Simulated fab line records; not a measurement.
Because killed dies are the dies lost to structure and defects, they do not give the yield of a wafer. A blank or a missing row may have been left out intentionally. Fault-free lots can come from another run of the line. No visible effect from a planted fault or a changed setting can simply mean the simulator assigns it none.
Matching of chambers / flow n5 finfet / 4 sister chambers for N5_BEOL_M13_CMP_49 on cmp-03
The step polishes, stops on SiOC, t overpolish 17.1 s, target thk 420 nm. 8 wafers are shown with their chamber, then 10 later ones without.

== WAFERS, EACH WITH ITS CHAMBER ==
wafer=L083.6; chamber=1; motor current A (A)=5.2; barrier field endpoint s (s)=31.3
wafer=L082.4; chamber=1; motor current A (A)=5.5; barrier field endpoint s (s)=31.3
wafer=L085.3; chamber=0; motor current A (A)=5.9; barrier field endpoint s (s)=29.9
wafer=L089.1; chamber=0; motor current A (A)=5.7; barrier field endpoint s (s)=30.0
wafer=L089.3; chamber=3; motor current A (A)=6.0; barrier field endpoint s (s)=29.6
wafer=L089.4; chamber=2; motor current A (A)=5.6; barrier field endpoint s (s)=29.0
wafer=L094.2; chamber=3; motor current A (A)=5.8; barrier field endpoint s (s)=30.3
wafer=L094.3; chamber=2; motor current A (A)=5.6; barrier field endpoint s (s)=30.0

== WAFERS MISSING THEIR CHAMBER ==
wafer=L094.6; motor current A (A)=5.8; barrier field endpoint s (s)=29.9
wafer=L091.3; motor current A (A)=5.7; barrier field endpoint s (s)=30.6
wafer=L091.4; motor current A (A)=5.7; barrier field endpoint s (s)=31.0
wafer=L091.5; motor current A (A)=5.7; barrier field endpoint s (s)=30.5
wafer=L096.1; motor current A (A)=5.8; barrier field endpoint s (s)=30.1
wafer=L096.2; motor current A (A)=5.5; barrier field endpoint s (s)=29.3
wafer=L096.4; motor current A (A)=5.8; barrier field endpoint s (s)=29.5
wafer=L097.3; motor current A (A)=6.2; barrier field endpoint s (s)=30.2
wafer=L097.5; motor current A (A)=5.4; barrier field endpoint s (s)=30.3
wafer=L097.6; motor current A (A)=5.6; barrier field endpoint s (s)=30.2

== EACH ONE'S CHAMBER ==
wafer=L094.6; from the rows above=can't be placed: 0 or 3 or 2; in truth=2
wafer=L091.3; from the rows above=can't be placed: 0 or 3 or 2 or 1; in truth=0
wafer=L091.4; from the rows above=can't be placed: 1 or 0 or 3 or 2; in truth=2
wafer=L091.5; from the rows above=can't be placed: 0 or 3 or 2 or 1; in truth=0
wafer=L096.1; from the rows above=can't be placed: 0 or 3 or 2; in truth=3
wafer=L096.2; from the rows above=can't be placed: 2 or 0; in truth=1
wafer=L096.4; from the rows above=can't be placed: 0 or 3 or 2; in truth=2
wafer=L097.3; from the rows above=can't be placed: 3 or 0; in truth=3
wafer=L097.5; from the rows above=can't be placed: 2 or 1 or 0 or 3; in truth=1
wafer=L097.6; from the rows above=can't be placed: 0 or 2 or 3 or 1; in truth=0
Correct placement for 0 of the 10. Can't be placed from these rows: 10 (the true chamber is among the candidates in 9). 0 placed wrongly.
How it was worked out, from the rows above alone: a wafer's distance from a chamber is the root of the sum, over the readings, of the square of ((its reading less the chamber's mean) divided by the reading's scatter). The wafer belongs to the nearest chamber; if the next one is less than 2 further off, it can't be placed. Each chamber's mean is taken over the wafers shown for it. The scatter: take each reading less its chamber's mean, square it, sum over the shown wafers, divide by the number of wafers less the number of chambers, and take the root.
